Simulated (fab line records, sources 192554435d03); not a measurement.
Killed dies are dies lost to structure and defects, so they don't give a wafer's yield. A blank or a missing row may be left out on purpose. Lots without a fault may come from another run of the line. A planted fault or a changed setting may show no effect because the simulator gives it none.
Chamber matching | flow n5_finfet | N5_HKMG_FIN_ALD_91 on ald_metal-03: 4 sister chambers
The step deposits TiN, target thk 1 nm, pulse time 1 s, purge time 3 s. 4 wafers are shown with their chamber, then 9 later ones without.

WAFERS WITH THEIR CHAMBER
wafer  | chamber | heater_power_w (W)
L087.5 | 3       | 779
L091.1 | 0       | 942
L091.4 | 2       | 912
L091.5 | 1       | 834

WAFERS WITHOUT THEIR CHAMBER
wafer  | heater_power_w (W)
L092.2 | 944
L092.3 | 923
L092.6 | 826
L095.3 | 909
L095.5 | 947
L095.6 | 827
L097.2 | 806
L097.4 | 951
L097.5 | 912

WHICH CHAMBER EACH WENT THROUGH
wafer  | from the rows above     | in truth
L092.2 | 0                       | 0
L092.3 | can't be placed: 2 or 0 | 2
L092.6 | 1                       | 1
L095.3 | 2                       | 2
L095.5 | 0                       | 0
L095.6 | 1                       | 1
L097.2 | can't be placed: 3 or 1 | 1
L097.4 | 0                       | 0
L097.5 | 2                       | 2
Placed correctly: 7 of 9. Can't be placed from these rows: 2 (the true chamber is among the candidates in 2). Placed wrongly: 0.
How it was worked out, from the rows above alone: a wafer's distance from a chamber is the root of the sum, over the readings, of the square of ((its reading less the chamber's mean) divided by the reading's scatter). The wafer belongs to the nearest chamber; if the next one is less than 2 further off, it can't be placed. A chamber's mean is the mean of its shown wafers. The scatter: with one shown wafer a chamber, the root of the mean of the squares of how far each hidden wafer lies from its nearest shown one.
